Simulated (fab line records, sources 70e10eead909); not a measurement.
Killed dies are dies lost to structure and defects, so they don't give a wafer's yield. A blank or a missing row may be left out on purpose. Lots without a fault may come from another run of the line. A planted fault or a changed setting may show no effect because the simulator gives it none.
fab line records | flow nand_harc
record lots=24 wafers=72 last_day=33
route steps=1302 shown P_GATE@144 P_CONTACT@237 P_M0@264
lots that met no fault: from a run of the same line without faults
start_h: hours from the record's first day to the start of the lot's first wafer shown | wait_h: hours since the lot's step before | " the same as in the row above | L1.1+2: a row that stands for several wafers | - no value, or no start given | * or withheld: withheld | < > ~ a bound
route shown NAME@n: a module of which the file shows steps, and the number in the route of the first | usual: mean/standard deviation of fault-free wafers | same: alike in all rows | chamber/n: place in a boat | sites: the reading at each site | _std_site: their standard deviation | _edge_site: outer sites' mean less inner sites' | radius_mm: how far each site lies from the wafer's centre | mask NAME#n: copy n | behind: the tool/chamber that last shaped the wafer | hold: why the lot was held/for how many hours/how that ended | device: the transistor (n, p or np) that didn't switch | end of line: the same wafers' tests at the end of the route | a step without rows: its recipe alone | killed: dies lost to structure and defects at the first sort, not the wafer's yield | map: a wafer's dies, x killed, . not, _ none there
set.NAME: the setting as run; set.NAME@STEP: as run at that earlier step | model.NAME: the simulator's own value behind a step, which no gauge read
steps of the route over a sample of lots; a table a step, a row a wafer
services: from which hour (start_h, from the record's first day; less than 0 if before it) a tool's chamber was out of use, for how many hours, and why
## steps
# step NHARC_P_GATE_DESCUM_31
# recipe time_s=3 o2_flow_sccm=200 ar_flow_sccm=0 bias_power_w=0 chemistry=O2
# usual drypump_motor_current_A=5.9/0.52 oes_product_au=1.001/0.01 rf_vpp_V=57.6/0.81 showerhead_plenum_p_Torr=1.89/0.068 throttle_valve_pct=11.311/0.0092
# same bias_power_w=0
# columns lot.wafer tool chamber start_h wait_h drypump_motor_current_A oes_product_au rf_hours_counter_h rf_vpp_V showerhead_plenum_p_Torr throttle_valve_pct
L074.1 rie_diel-03 0 100.00 0.1 6.0 1.005 8 58.7 1.87 11.306
L074.2 " 2 " " 5.1 1.019 6 59.0 1.80 11.318
L074.5 " 0 " " 6.0 0.999 - 57.3 1.88 11.320
L075.2 rie_diel-09 0 100.16 0.1 6.6 1.000 4 55.4 1.81 11.289
L075.4 " 1 " " 5.0 1.015 5 57.9 2.00 11.299
L075.5 " 0 " " 6.6 0.999 - 56.6 1.81 11.322
L076.3 rie_diel-01 3 112.63 0.1 6.4 1.014 6 57.9 1.88 11.314
L076.4 " 1 " " 5.4 1.006 8 57.5 1.80 11.315
L076.5 " 0 " " 6.7 0.996 - 56.6 1.91 11.306
L077.2 rie_diel-01 2 125.88 0.1 5.9 1.008 6 57.5 1.94 11.317
L077.3 " 3 " " 6.4 1.012 7 57.9 1.88 11.306
L077.5 " 1 " " 5.4 0.993 - 57.5 1.80 11.310
L078.1 rie_diel-09 1 133.25 0.1 4.9 1.001 6 57.9 2.00 11.322
L078.2 " 2 " " 5.8 0.983 6 58.8 2.03 11.328
L078.5 " 0 " " 6.6 0.999 - 57.4 1.81 11.306
L079.4 rie_diel-03 3 144.90 0.1 5.8 1.024 2 57.3 1.93 11.298
L079.3 " 0 " " 6.0 1.020 0 57.8 1.87 11.305
L079.1 " 1 " " 5.5 0.996 1 56.2 1.89 11.309
L080.3 rie_diel-03 1 157.35 0.1 5.5 0.999 3 56.9 1.89 11.310
L080.5 " 3 " " 5.7 1.013 - 58.4 1.93 11.317
L080.6 " 0 " " 6.0 1.002 - 57.7 1.87 11.321
L081.1 rie_diel-09 3 163.96 0.1 6.1 0.998 1 57.4 1.85 11.324
L081.3 " 0 " " 6.5 1.003 1 58.2 1.81 11.314
L081.2 " 1 " " 4.9 1.001 1 58.1 2.00 11.296
L082.4 rie_diel-01 2 176.36 0.1 5.9 0.997 9 57.3 1.94 11.302
L082.3 " 3 " " 6.4 1.025 11 59.8 1.88 11.314
L082.5 " 2 " " 5.9 0.996 - 58.8 1.94 11.316
L083.2 rie_diel-09 3 185.74 0.1 6.1 0.989 1 56.9 1.85 11.320
L083.4 " 2 " " 5.8 0.994 1 58.7 2.03 11.308
L083.6 " 0 " " 6.6 1.001 - 56.9 1.81 11.300
L084.2 rie_diel-09 0 202.08 0.1 6.6 1.008 2 57.7 1.81 11.305
L084.4 " 3 " " 6.0 0.992 2 57.3 1.85 11.313
L084.6 " 0 " " 6.6 1.008 - 57.1 1.81 11.320
L085.4 rie_diel-03 3 204.46 0.1 5.8 1.025 5 58.4 1.93 11.305
L085.5 " 2 " " 5.1 1.016 - 57.1 1.79 11.306
L085.6 " 3 " " 5.7 1.005 - 57.0 1.93 11.328
L086.3 rie_diel-01 0 212.91 0.1 6.7 0.998 0 57.7 1.91 11.301
L086.4 " 3 " " 6.4 0.986 0 55.6 1.88 11.307
L086.6 " 1 " " 5.4 1.005 - 56.9 1.79 11.327
L087.2 rie_diel-01 1 226.91 0.1 5.4 1.002 1 57.2 1.79 11.292
L087.6 " 2 " " 5.9 1.002 - 58.7 1.94 11.309
L087.5 " 3 " " 6.5 0.987 - 57.8 1.88 11.315
L088.1 rie_diel-03 2 244.95 0.1 5.1 1.011 7 57.7 1.79 11.304
L088.4 " 3 " " 5.7 1.017 8 57.3 1.93 11.301
L088.5 " 2 " " 5.1 1.020 - 57.7 1.79 11.336
L089.1 rie_diel-03 0 245.43 0.1 6.0 1.003 7 57.6 1.87 11.309
L089.3 " 3 " " 5.7 0.999 8 56.6 1.93 11.309
L089.6 " 1 " " 5.5 1.001 - 57.7 1.88 11.309
L090.3 rie_diel-03 3 262.66 0.1 5.8 1.014 9 57.9 1.93 11.318
L090.4 " 2 " " 5.1 1.026 7 57.0 1.79 11.306
L090.5 " 0 " " 6.0 1.008 - 58.2 1.87 11.312
L091.3 rie_diel-01 1 272.00 0.1 5.4 1.006 2 57.7 1.79 11.337
L091.2 " 3 " " 6.5 0.997 2 58.0 1.88 11.299
L091.6 " 0 " " 6.6 0.991 - 58.0 1.91 11.302
L092.1 rie_diel-01 3 272.32 0.1 6.4 0.987 2 57.6 1.88 11.304
L092.3 " 0 " " 6.7 0.992 3 58.1 1.91 11.315
L092.6 " 1 " " 5.4 1.000 - 55.8 1.79 11.310
L093.3 rie_diel-09 1 285.85 0.1 4.9 1.000 9 58.7 2.00 11.316
L093.4 " 2 " " 5.8 0.987 9 59.4 2.03 11.321
L093.5 " 0 " " 6.6 0.995 - 57.1 1.80 11.312
L094.2 rie_diel-01 0 298.47 0.1 6.7 0.989 3 58.0 1.91 11.321
L094.1 " 1 " " 5.4 1.011 3 56.4 1.79 11.313
L094.5 " 0 " " 6.7 0.988 - 58.3 1.91 11.302
L095.3 rie_diel-09 1 305.55 0.1 4.9 1.010 10 57.7 2.00 11.304
L095.2 " 2 " " 5.8 0.997 10 56.3 2.03 11.305
L095.5 " 3 " " 6.1 0.993 - 57.8 1.85 11.299
L096.3 rie_diel-03 1 319.92 0.1 5.5 0.998 1 57.6 1.88 11.321
L096.5 " 0 " " 6.0 1.011 - 57.7 1.87 11.305
L096.6 " 1 " " 5.5 1.002 - 58.4 1.88 11.293
L097.3 rie_diel-01 3 324.57 0.1 6.5 0.992 5 58.9 1.88 11.309
L097.4 " 2 " " 5.9 1.000 4 57.0 1.94 11.305
L097.6 " 3 " " 6.5 0.996 - 57.6 1.88 11.297
# step NHARC_P_GATE_RTA_80
# recipe temp_c=300 time_s=30
# usual lamp_power_pct=2.26/0.2 wafer_temp_C_max=301.6/0.41
# columns lot.wafer tool chamber start_h wait_h lamp_power_pct wafer_temp_C_max
L074.1 rtp_anneal-02 0 117.77 - 2.41 302.1
L074.2 " 0 " " 2.41 301.8
L074.5 " 0 " " 2.41 302.3
L075.2 rtp_anneal-02 0 117.96 - 2.40 302.0
L075.4 " 0 " " 2.40 302.4
L075.5 " 0 " " 2.40 301.2
L076.3 rtp_anneal-02 0 130.21 - 2.40 301.4
L076.4 " 0 " " 2.41 301.6
L076.5 " 0 " " 2.41 301.6
L077.2 rtp_anneal-02 0 143.42 - 2.41 302.3
L077.3 " 0 " " 2.41 301.8
L077.5 " 0 " " 2.40 302.2
L078.1 rtp_anneal-02 0 153.04 - 2.40 301.6
L078.2 " 0 " " 2.40 301.8
L078.5 " 0 " " 2.40 302.0
L079.1 rtp_anneal-01 0 162.67 - 1.97 301.0
L079.3 " 0 " " 1.97 301.3
L079.4 " 0 " " 1.97 301.2
L080.3 rtp_anneal-01 0 176.05 - 1.97 300.8
L080.5 " 0 " " 1.97 300.8
L080.6 " 0 " " 1.97 300.8
L081.1 rtp_anneal-01 0 181.64 - 1.97 301.1
L081.2 " 0 " " 1.97 301.0
L081.3 " 0 " " 1.97 301.0
L082.3 rtp_anneal-01 0 194.14 - 1.97 301.2
L082.4 " 0 " " 1.97 301.5
L082.5 " 0 " " 1.97 301.1
L083.2 rtp_anneal-01 0 203.28 - 1.97 301.6
L083.4 " 0 " " 1.97 301.3
L083.6 " 0 " " 1.97 301.2
L084.2 rtp_anneal-01 0 219.65 - 1.97 301.3
L084.4 " 0 " " 1.97 301.3
L084.6 " 0 " " 1.97 301.4
L085.4 rtp_anneal-02 0 222.13 - 2.40 301.8
L085.5 " 0 " " 2.40 301.4
L085.6 " 0 " " 2.40 301.1
L086.3 rtp_anneal-02 0 233.16 - 2.41 301.7
L086.4 " 0 " " 2.40 301.2
L086.6 " 0 " " 2.40 301.9
L087.2 rtp_anneal-02 0 244.57 - 2.40 301.5
L087.5 " 0 " " 2.40 302.0
L087.6 " 0 " " 2.40 301.8
L088.1 rtp_anneal-02 0 262.73 - 2.40 301.9
L088.4 " 0 " " 2.40 302.1
L088.5 " 0 " " 2.40 302.0
L089.1 rtp_anneal-02 0 263.22 - 2.40 301.6
L089.3 " 0 " " 2.40 301.9
L089.6 " 0 " " 2.40 301.4
L090.3 rtp_anneal-02 0 280.24 - 2.40 301.8
L090.4 " 0 " " 2.40 301.6
L090.5 " 0 " " 2.40 301.5
L091.2 rtp_anneal-01 0 289.71 - 1.97 301.3
L091.3 " 0 " " 1.97 301.4
L091.6 " 0 " " 1.97 301.4
L092.1 rtp_anneal-02 0 289.98 - 2.41 301.8
L092.3 " 0 " " 2.40 301.5
L092.6 " 0 " " 2.41 302.4
L093.3 rtp_anneal-02 0 303.70 - 2.41 301.7
L093.4 " 0 " " 2.41 301.6
L093.5 " 0 " " 2.41 301.7
L094.1 rtp_anneal-02 0 316.03 - 2.40 301.9
L094.2 " 0 " " 2.40 302.0
L094.5 " 0 " " 2.41 301.8
L095.2 rtp_anneal-01 0 323.35 - 1.97 301.4
L095.3 " 0 " " 1.98 301.3
L095.5 " 0 " " 1.98 301.4
L096.3 rtp_anneal-02 0 337.76 - 2.40 301.6
L096.5 " 0 " " 2.40 301.5
L096.6 " 0 " " 2.41 302.1
L097.3 rtp_anneal-02 0 342.22 - 2.40 301.9
L097.4 " 0 " " 2.40 301.6
L097.6 " 0 " " 2.40 302.3
# step NHARC_P_CONTACT_ETCH_36
# recipe target_depth_a=2600 over_etch_frac=0.25 time_s=406.25 ion_energy_ev=200 n2_flow_sccm=150 h2_flow_sccm=150 ar_flow_sccm=0 rf_w=400 bias_w=150 chemistry=N2/H2
# usual drypump_motor_current_A=5.6/0.45 oes_product_au=1.002/0.012 rf_vpp_V=431.1/2 showerhead_plenum_p_Torr=2.06/0.068 throttle_valve_pct=14.171/0.0095
# columns lot.wafer tool chamber start_h wait_h drypump_motor_current_A oes_product_au rf_hours_counter_h rf_vpp_V showerhead_plenum_p_Torr throttle_valve_pct
L074.2 rie_diel-12 2 - - 6.2 1.003 1.1 429.2 2.02 14.170
L074.1 " 0 " " 5.7 1.004 0.9 433.0 2.12 14.164
L074.5 " 1 " " 4.9 1.017 - 430.9 2.07 14.179
L075.4 rie_diel-02 0 - - 5.0 1.012 1.3 429.2 1.97 14.179
L075.2 " 1 " " 5.9 0.993 1.3 433.5 2.13 14.165
L075.5 " 0 " " 5.0 1.013 - 428.2 1.97 14.173
L076.4 rie_diel-02 1 - - 5.9 0.989 1.9 433.6 2.13 14.174
L076.3 " 0 " " 5.0 1.005 1.9 428.9 1.97 14.184
L076.5 " 1 " " 5.9 0.986 - 432.6 2.13 14.155
L077.3 rie_diel-06 1 - - 5.5 1.024 0.1 428.0 1.95 14.188
L077.2 " 2 " " 5.8 1.012 0.1 431.4 2.05 14.168
L077.5 " 2 " " 5.8 0.999 - 432.2 2.05 14.158
L078.2 rie_diel-06 3 - - 5.2 1.003 0.5 430.7 2.06 14.176
L078.1 " 0 " " 5.5 1.009 0.6 432.2 2.10 14.180
L078.5 " 3 " " 5.2 0.988 - 432.4 2.06 14.175
L079.3 rie_diel-02 3 - - 6.2 1.002 2.7 431.8 2.10 14.160
L079.4 " 0 " " 5.0 1.012 2.7 428.8 1.97 14.163
L079.1 " 1 " " 5.9 0.988 2.7 432.9 2.13 14.168
L080.3 rie_diel-06 1 - - 5.5 1.013 1.5 428.3 1.95 14.177
L080.6 " 2 " " 5.8 0.995 - 431.1 2.05 14.188
L080.5 " 3 " " 5.2 0.993 - 431.8 2.06 14.171
L081.2 rie_diel-02 1 - - 5.9 0.988 3.4 433.4 2.13 14.181
L081.1 " 2 " " 5.3 1.000 3.6 435.0 2.19 14.187
L081.3 " 3 " " 6.2 1.005 3.4 432.1 2.09 14.163
L082.3 rie_diel-12 1 - - 4.9 1.026 4.6 430.3 2.07 14.175
L082.4 " 2 " " 6.2 1.005 4.1 429.6 2.02 14.172
L082.5 " 1 " " 4.9 1.023 - 431.3 2.07 14.165
L083.4 rie_diel-12 3 - - 6.2 0.980 5.1 427.5 1.95 14.169
L083.2 " 0 " " 5.8 1.009 5.4 433.0 2.12 14.162
L083.6 " 2 " " 6.2 0.993 - 429.6 2.02 14.162
L084.4 rie_diel-12 2 - - 6.2 0.998 5.8 429.6 2.02 14.168
L084.2 " 3 " " 6.2 0.997 6.2 427.8 1.95 14.180
L084.6 " 2 " " 6.2 0.993 - 430.0 2.01 14.178
L085.5 rie_diel-06 0 - - 5.6 1.004 - 433.2 2.10 14.189
L085.6 " 2 " " 5.8 1.006 - 430.9 2.05 14.177
L085.4 " 3 " " 5.2 0.994 - 429.9 2.06 14.162
L086.3 rie_diel-12 3 - - 6.3 0.989 6.7 428.6 1.95 14.177
L086.4 " 0 " " 5.7 1.014 6.8 431.5 2.12 14.160
L086.6 " 2 " " 6.2 0.987 - 428.9 2.02 14.169
L087.2 rie_diel-06 0 - - 5.5 0.991 3.0 432.4 2.10 14.182
L087.6 " 3 " " 5.3 0.993 - 431.2 2.06 14.183
L087.5 " 0 " " 5.5 1.000 - 432.5 2.10 14.156
L088.1 rie_diel-12 3 - - 6.2 0.982 8.4 425.9 1.95 14.176
L088.4 " 0 " " 5.8 1.016 8.4 432.3 2.12 14.174
L088.5 " 0 " " 5.7 1.007 - 432.5 2.12 14.186
L089.3 rie_diel-02 1 - - 5.9 0.984 0.7 432.2 2.13 14.174
L089.1 " 2 " " 5.3 0.997 0.5 434.1 2.19 14.178
L089.6 " 2 " " 5.3 0.989 - 433.7 2.18 14.169
L090.3 rie_diel-12 2 - - 6.2 0.990 0.6 430.8 2.01 14.172
L090.4 " 0 " " 5.7 1.030 0.7 432.8 2.11 14.170
L090.5 " 1 " " 4.9 1.023 - 431.1 2.07 14.158
L091.2 rie_diel-06 0 - - 5.5 1.004 4.1 430.3 2.10 14.171
L091.3 " 2 " " 5.8 1.014 4.3 430.3 2.05 14.170
L091.6 " 3 " " 5.2 0.996 - 430.3 2.06 14.182
L092.1 rie_diel-02 3 - - 6.2 1.014 1.3 431.2 2.09 14.177
L092.3 " 0 " " 5.0 1.003 1.6 428.2 1.97 14.176
L092.6 " 3 " " 6.2 1.007 - 432.5 2.09 14.178
L093.4 rie_diel-12 1 - - 4.9 1.023 2.4 430.4 2.07 14.174
L093.3 " 2 " " 6.2 0.991 2.2 428.4 2.01 14.171
L093.5 " 0 " " 5.7 1.021 - 432.1 2.11 14.177
L094.1 rie_diel-06 0 - - 5.5 0.993 0.1 432.1 2.10 14.168
L094.2 " 2 " " 5.8 0.985 0.1 431.0 2.05 14.170
L094.5 " 3 " " 5.2 0.991 - 432.2 2.06 14.156
L095.2 rie_diel-02 1 - - 5.9 0.983 2.4 433.3 2.13 14.172
L095.3 " 2 " " 5.3 1.001 2.3 434.3 2.18 14.164
L095.5 " 3 " " 6.2 1.005 - 429.6 2.09 14.171
L096.3 rie_diel-06 1 - - 5.5 0.997 0.6 428.4 1.95 14.172
L096.6 " 3 " " 5.2 0.992 - 429.6 2.06 14.161
L096.5 " 0 " " 5.6 0.998 - 432.6 2.10 14.181
L097.3 rie_diel-12 2 - - 6.2 0.993 4.3 430.3 2.01 14.164
L097.6 " 2 " " 6.2 0.989 - 429.3 2.01 14.165
L097.4 " 3 " " 6.2 0.999 - 429.2 1.95 14.177
# step NHARC_P_CONTACT_CVD_23
# recipe target_thk_a=2000 temp_c=300 pressure_torr=40 wf6_flow_sccm=40 h2_flow_sccm=1600 ar_flow_sccm=1560 time_s=557 material=W
# usual heater_power_w=431/19 throttle_valve_pct=7.73/0.27
# columns lot.wafer tool chamber start_h wait_h heater_power_w throttle_valve_pct
L074.1 cvd_w-02 0 - - 422 7.66
L074.2 " 1 " " 426 7.72
L074.5 " 0 " " 405 7.66
L075.2 cvd_w-01 1 - - 436 7.26
L075.4 " 0 " " 445 7.46
L075.5 " 0 " " 439 7.83
L076.3 cvd_w-02 1 - - 420 7.73
L076.4 " 0 " " 408 7.49
L076.5 " 1 " " 426 7.97
L077.2 cvd_w-02 0 - - 400 7.76
L077.3 " 0 " " 399 7.59
L077.5 " 1 " " 428 8.14
L078.2 cvd_w-02 1 - - 425 8.11
L078.1 " 0 " " 405 7.71
L078.5 " 1 " " 435 7.90
L079.1 cvd_w-01 0 - - 447 7.89
L079.3 " 0 " " 452 7.80
L079.4 " 0 " " 464 7.75
L080.3 cvd_w-02 1 - - 418 7.84
L080.5 " 1 " " 423 7.95
L080.6 " 0 " " 395 7.83
L081.2 cvd_w-02 0 - - 404 8.07
L081.1 " 1 " " 428 7.90
L081.3 " 1 " " 430 7.74
L082.3 cvd_w-02 1 - - 422 8.06
L082.4 " 0 " " 397 7.60
L082.5 " 0 " " 407 7.63
L083.2 cvd_w-02 1 - - 419 8.06
L083.4 " 0 " " 403 7.54
L083.6 " 1 " " 427 7.95
L084.2 cvd_w-01 0 - - 454 7.70
L084.4 " 0 " " 452 7.49
L084.6 " 1 " " 439 7.28
L085.4 cvd_w-02 1 - - 413 7.86
L085.6 " 1 " " 432 8.18
L085.5 " 0 " " 409 7.66
L086.3 cvd_w-01 1 - - 446 7.33
L086.4 " 0 " " 451 7.77
L086.6 " 1 " " 446 7.48
L087.2 cvd_w-02 1 - - 427 8.40
L087.6 " 1 " " 431 8.19
L087.5 " 0 " " 404 7.84
L088.1 cvd_w-02 1 - - 422 8.01
L088.4 " 0 " " 409 7.75
L088.5 " 1 " " 429 8.32
L089.1 cvd_w-02 1 - - 436 8.06
L089.3 " 1 " " 427 7.97
L089.6 " 1 " " 426 8.06
L090.4 cvd_w-01 1 - - 439 7.70
L090.3 " 0 " " 446 7.64
L090.5 " 0 " " 455 7.86
L091.2 cvd_w-01 1 - - 438 7.57
L091.3 " 0 " " 454 7.91
L091.6 " 0 " " 440 7.68
L092.1 cvd_w-01 1 - - 437 7.36
L092.3 " 0 " " 458 7.90
L092.6 " 1 " " 449 7.09
L093.3 cvd_w-01 0 - - 442 7.79
L093.4 " 1 " " 439 7.58
L093.5 " 0 " " 451 8.22
L094.1 cvd_w-01 1 - - 438 7.45
L094.2 " 0 " " 437 7.99
L094.5 " 1 " " 443 7.76
L095.2 cvd_w-01 0 - - 446 7.73
L095.3 " 1 " " 434 7.45
L095.5 " 0 " " 444 7.74
L096.3 cvd_w-01 1 - - 452 7.29
L096.6 " 0 " " 445 7.81
L096.5 " 1 " " 435 7.50
L097.3 cvd_w-01 1 - - 444 7.49
L097.4 " 0 " " 446 7.71
L097.6 " 0 " " 442 7.82
# step NHARC_P_M0_OVL_MEAS_10
# recipe pitch_nm=180
# usual overlay_x_nm=0.1/0.83 overlay_y_nm=-0.1/0.98
# columns lot.wafer tool chamber start_h wait_h overlay_x_nm overlay_y_nm
L074.1 overlay-02 - 124.28 - 1.5 0.4
L074.2 " - " " 1.7 0.4
L074.5 " - " " 1.0 -0.2
L075.2 overlay-02 - 124.46 - 0.7 -0.9
L075.4 " - " " 0.0 -0.1
L075.5 " - " " -0.5 -0.4
L076.3 overlay-02 - 136.70 - -0.3 -0.2
L076.4 " - " " 0.2 -0.4
L076.5 " - " " -0.3 -0.1
L077.2 overlay-02 - 149.78 - -0.5 -1.9
L077.3 " - " " -0.3 -0.8
L077.5 " - " " 0.1 -1.1
L078.1 overlay-01 - 159.56 - -0.8 0.2
L078.2 " - " " -0.9 0.6
L078.5 " - " " -1.0 0.5
L079.1 overlay-02 - 169.59 - 0.0 0.0
L079.3 " - " " -0.1 0.1
L079.4 " - " " -0.1 -0.3
L080.3 overlay-01 - 182.53 - -0.8 1.4
L080.5 " - " " -1.0 1.4
L080.6 " - " " -0.3 1.3
L081.1 overlay-02 - 188.43 - 1.4 -0.2
L081.2 " - " " 0.6 -0.3
L081.3 " - " " 0.7 0.2
L082.3 overlay-01 - 204.45 - 0.3 -1.1
L082.4 " - " " 0.5 -0.3
L082.5 " - " " -0.1 0.2
L083.2 overlay-01 - 209.68 - -0.3 1.1
L083.4 " - " " -0.2 0.4
L083.6 " - " " 0.6 0.7
L084.2 overlay-02 - 226.40 - 0.0 0.1
L084.4 " - " " 0.4 0.3
L084.6 " - " " -0.3 -0.3
L085.4 overlay-01 - 228.46 - 0.8 -0.3
L085.5 " - " " 0.0 -0.6
L085.6 " - " " 0.0 -0.1
L086.3 overlay-02 - 239.84 - -0.7 -2.1
L086.4 " - " " -0.9 -1.4
L086.6 " - " " -1.0 -1.3
L087.2 overlay-01 - 250.93 - 1.3 -0.6
L087.5 " - " " 1.4 -1.2
L087.6 " - " " 0.9 -0.9
L088.1 overlay-01 - 269.29 - -0.3 -1.3
L088.4 " - " " 0.0 -1.5
L088.5 " - " " -0.1 -1.0
L089.1 overlay-01 - 269.83 - -0.1 -0.3
L089.3 " - " " -0.5 0.1
L089.6 " - " " -0.2 -0.3
L090.3 overlay-02 - 286.96 - 2.1 0.9
L090.4 " - " " 1.6 1.3
L090.5 " - " " 1.5 1.1
L091.2 overlay-01 - 296.12 - -1.3 1.7
L091.3 " - " " -0.6 2.4
L091.6 " - " " -0.4 1.4
L092.1 overlay-01 - 296.53 - -0.8 0.6
L092.3 " - " " -0.9 0.2
L092.6 " - " " -1.0 0.3
L093.3 overlay-01 - 309.93 - 0.1 -0.7
L093.4 " - " " 1.4 -0.8
L093.5 " - " " 0.9 -1.4
L094.1 overlay-01 - 322.61 - -0.1 -1.1
L094.2 " - " " 0.0 -1.6
L094.5 " - " " 0.9 -1.9
L095.2 overlay-02 - 330.01 - 0.8 -0.2
L095.3 " - " " 1.0 -0.5
L095.5 " - " " 0.5 0.0
L096.3 overlay-02 - 357.88 - -1.0 2.0
L096.5 " - " " -1.5 1.3
L096.6 " - " " -0.8 2.5
L097.3 overlay-01 - 359.02 - 1.5 -0.2
L097.4 " - " " 0.9 -0.1
L097.6 " - " " 0.9 -0.7
# step NHARC_P_M0_THK_MEAS_24
# recipe thk_meas_gauge=xrf
# usual thk_nm=117.9/1.6
# columns lot.wafer tool chamber start_h wait_h thk_nm
L074.1 film_metro-02 - 126.69 - 118.3
L074.2 " - " " 118.0
L074.5 " - " " 117.5
L075.2 film_metro-02 - 126.88 - 116.7
L075.4 " - " " 118.6
L075.5 " - " " 119.1
L076.3 film_metro-02 - 139.29 - 117.2
L076.4 " - " " 116.8
L076.5 " - " " 118.0
L077.2 film_metro-01 - 152.25 - 116.8
L077.3 " - " " 117.5
L077.5 " - " " 118.1
L078.1 film_metro-02 - 161.97 - 115.9
L078.2 " - " " 117.8
L078.5 " - " " 116.2
L079.1 film_metro-01 - 172.96 - 117.1
L079.3 " - " " 116.3
L079.4 " - " " 117.1
L080.3 film_metro-02 - 185.13 - 116.0
L080.5 " - " " 118.0
L080.6 " - " " 115.9
L081.1 film_metro-01 - 190.84 - 115.8
L081.2 " - " " 117.9
L081.3 " - " " 117.0
L082.3 film_metro-02 - 206.86 - 116.3
L082.4 " - " " 116.3
L082.5 " - " " 118.9
L083.2 film_metro-02 - 212.24 - 118.1
L083.4 " - " " 116.6
L083.6 " - " " 116.4
L084.2 film_metro-02 - 228.82 - 119.1
L084.4 " - " " 122.1
L084.6 " - " " 118.8
L085.4 film_metro-02 - 230.88 - 119.4
L085.5 " - " " 119.4
L085.6 " - " " 117.4
L086.3 film_metro-02 - 242.26 - 118.4
L086.4 " - " " 120.0
L086.6 " - " " 121.3
L087.2 film_metro-02 - 253.43 - 119.2
L087.5 " - " " 119.5
L087.6 " - " " 117.5
L088.1 film_metro-02 - 271.71 - 118.5
L088.4 " - " " 116.8
L088.5 " - " " 118.3
L089.1 film_metro-02 - 272.38 - 115.1
L089.3 " - " " 117.6
L089.6 " - " " 116.3
L090.3 film_metro-01 - 289.58 - 116.3
L090.4 " - " " 114.3
L090.5 " - " " 113.8
L091.2 film_metro-01 - 298.83 - 117.4
L091.3 " - " " 116.6
L091.6 " - " " 117.9
L092.1 film_metro-02 - 298.96 - 120.8
L092.3 " - " " 117.1
L092.6 " - " " 118.8
L093.3 film_metro-01 - 312.39 - 117.7
L093.4 " - " " 117.9
L093.5 " - " " 117.2
L094.1 film_metro-01 - 325.06 - 118.1
L094.2 " - " " 117.2
L094.5 " - " " 120.0
L095.2 film_metro-01 - 332.44 - 119.9
L095.3 " - " " 118.6
L095.5 " - " " 116.6
L096.3 film_metro-02 - 360.31 - 121.0
L096.5 " - " " 119.8
L096.6 " - " " 119.0
L097.3 film_metro-01 - 361.46 - 116.7
L097.4 " - " " 115.7
L097.6 " - " " 117.2
## services
# columns tool chamber start_h hours kind
cvd_w-01 1 77.15 8.2 repair
cvd_w-02 - 85.17 1.2 repair
rie_diel-06 3 87.42 7.6 repair
cvd_w-02 - 88.00 13.0 pm
rie_diel-12 - 91.40 9.0 pm
rie_diel-01 3 93.59 4.4 repair
rie_diel-03 - 104.88 9.0 pm
cvd_w-02 0 114.69 1.8 repair
rie_diel-03 0 117.02 2.6 repair
cvd_w-01 1 163.67 7.3 repair
rie_diel-12 2 172.46 6.1 repair
rie_diel-12 2 184.43 9.1 repair
cvd_w-01 - 185.00 13.0 pm
rie_diel-01 - 203.84 9.0 pm
rie_diel-12 - 213.89 0.5 repair
rie_diel-12 - 223.00 1.3 repair
rie_diel-12 - 268.40 9.0 pm
cvd_w-02 - 269.00 13.0 pm
rie_diel-01 1 283.32 3.1 repair
rie_diel-01 3 291.85 2.0 repair
cvd_w-01 - 312.81 1.2 repair
rie_diel-12 2 318.60 1.7 repair
cvd_w-01 - 338.30 16.7 repair
rie_diel-12 1 344.53 3.6 repair
## key
fault none
